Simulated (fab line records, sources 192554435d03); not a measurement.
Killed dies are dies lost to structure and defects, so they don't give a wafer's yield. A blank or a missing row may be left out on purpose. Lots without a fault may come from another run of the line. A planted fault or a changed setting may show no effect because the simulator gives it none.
Which tool did it? | flow n5_finfet | 12 lots, 36 wafers sampled, at 3 steps of a route of 1938

WHAT THE GAUGES READ, wafer by wafer
N5_BEOL_M2_OVL_MEAS_29.
lot  | measured     | on         | V1_OVL (nm)
L075 | day 7 01:52  | overlay-01 | 0.5 0.4 1.4
L076 | day 7 15:54  | overlay-02 | 0.8 1.8 0.2
L079 | day 7 20:08  | overlay-02 | 1.3 0.8 1.2
L081 | day 9 01:20  | overlay-01 | 0.9 0.3 2.2
L083 | day 9 10:06  | overlay-01 | -0.6 0.4 -1.0
L085 | day 9 17:32  | overlay-02 | 0.6 0.9 0.3
L087 | day 10 03:16 | overlay-01 | 2.4 -0.1 1.7
L089 | day 10 11:23 | overlay-01 | 0.8 1.1 0.9
L092 | day 11 08:53 | overlay-02 | 0.4 -0.9 1.0
L093 | day 11 14:37 | overlay-02 | 1.9 0.4 1.6
L095 | day 12 07:58 | overlay-01 | -0.6 -0.7 0.0
L097 | day 12 11:31 | overlay-01 | 0.7 -0.3 -0.6

WHICH TOOL RAN EACH LOT (tool, then ch and the chambers of the sampled wafers, then the start)
lot  | N5_BEOL_M1_ANNEAL_95         | N5_BEOL_M2_ILD_DEP_00
L075 | pvd_sputter-02, day 6 22:11  | pecvd-04 ch 1,2, day 7 00:04
L076 | pvd_sputter-03, day 7 12:16  | pecvd-02 ch 0,2, day 7 13:31
L079 | pvd_sputter-03, day 7 16:52  | pecvd-04 ch 1,2, day 7 18:07
L081 | pvd_sputter-03, day 8 21:59  | pecvd-02 ch 0,1,2, day 8 23:14
L083 | pvd_sputter-02, day 9 06:41  | pecvd-01 ch 0,1,2, day 9 07:56
L085 | pvd_sputter-01, day 9 14:32  | pecvd-01 ch 0,1,2, day 9 15:47
L087 | pvd_sputter-02, day 9 22:15  | pecvd-01 ch 0,2, day 9 23:38
L089 | pvd_sputter-03, day 10 08:23 | pecvd-02 ch 0,1,2, day 10 09:41
L092 | pvd_sputter-02, day 11 04:40 | pecvd-02 ch 0,1,2, day 11 05:56
L093 | pvd_sputter-02, day 11 11:27 | pecvd-04 ch 0,2, day 11 12:42
L095 | pvd_sputter-01, day 12 03:42 | pecvd-02 ch 0,2, day 12 04:57
L097 | pvd_sputter-02, day 12 08:46 | pecvd-01 ch 0,1,2, day 12 10:01
- N5_BEOL_M1_ANNEAL_95: time 240 s.
- N5_BEOL_M2_ILD_DEP_00: deposits SiOC from DEMS/O2, target thk 79 nm, time 15.3 s.

THE ANSWER, worked out from the rows above alone
Rule: what is usual is taken from the lots themselves. Put in order of their means at a reading, lots are off if they are a third of the lots or fewer, leave a main group of 4 or more, and stand apart from it by a gap of 3 or more times the standard deviation of the main group's means; of several such gaps the widest counts. A main group whose means are all the same, to the digits that the tables above print for the reading, isn't used. A lot without any number at a reading at which 4 lots or more have one is off too. The other lots that the step has rows for count as sound.
No lot is off at any reading shown: from this, nothing can be told.

WHAT THE SIMULATOR HAD PUT IN
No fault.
